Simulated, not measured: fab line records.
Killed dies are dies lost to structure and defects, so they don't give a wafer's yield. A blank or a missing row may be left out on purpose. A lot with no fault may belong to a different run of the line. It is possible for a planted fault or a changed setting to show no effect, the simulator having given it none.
Matching of chambers || flow nand harc || pecvd-01 running NHARC_A_STAIRCASE_DEP_325: 3 sister chambers
The step deposits SiO2, target thk 3800 nm. 3 wafers are shown with their chamber, then 9 later ones without.

== EACH WAFER AND ITS CHAMBER ==
{"wafer": "L089.3", "chamber": 1, "heater power w (W)": 656}
{"wafer": "L089.4", "chamber": 0, "heater power w (W)": 551}
{"wafer": "L089.5", "chamber": 2, "heater power w (W)": 571}

== WAFERS WITHOUT THEIR CHAMBER ==
{"wafer": "L090.1", "heater power w (W)": 612}
{"wafer": "L090.3", "heater power w (W)": 583}
{"wafer": "L090.4", "heater power w (W)": 526}
{"wafer": "L093.2", "heater power w (W)": 656}
{"wafer": "L093.4", "heater power w (W)": 526}
{"wafer": "L093.5", "heater power w (W)": 574}
{"wafer": "L094.1", "heater power w (W)": 622}
{"wafer": "L094.3", "heater power w (W)": 594}
{"wafer": "L094.5", "heater power w (W)": 501}

== THE CHAMBER EACH PASSED THROUGH ==
{"wafer": "L090.1", "from the rows above": "can't be placed: 2 or 1 or 0", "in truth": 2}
{"wafer": "L090.3", "from the rows above": "can't be placed: 2 or 0", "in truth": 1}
{"wafer": "L090.4", "from the rows above": "can't be placed: 0 or 2", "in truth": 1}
{"wafer": "L093.2", "from the rows above": 1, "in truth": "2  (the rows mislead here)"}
{"wafer": "L093.4", "from the rows above": "can't be placed: 0 or 2", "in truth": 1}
{"wafer": "L093.5", "from the rows above": "can't be placed: 2 or 0", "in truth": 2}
{"wafer": "L094.1", "from the rows above": "can't be placed: 1 or 2 or 0", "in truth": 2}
{"wafer": "L094.3", "from the rows above": "can't be placed: 2 or 0 or 1", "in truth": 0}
{"wafer": "L094.5", "from the rows above": "can't be placed: 0 or 2", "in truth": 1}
0 of 9 placed correctly. Cannot be placed on the basis of these rows: 8; the candidates contain the true chamber in 4. Wrongly placed: 1.
How it was worked out, from the rows above alone: a wafer's distance from a chamber is the root of the sum, over the readings, of the square of ((its reading less the chamber's mean) divided by the reading's scatter). If the next closest chamber is less than 2 further off than the closest, the wafer can't be placed; otherwise it belongs to the closest. The mean given for a chamber averages the wafers shown for that chamber. The scatter (one wafer shown for each chamber): square how far every hidden wafer sits from the nearest shown wafer, average those squares and take the square root.
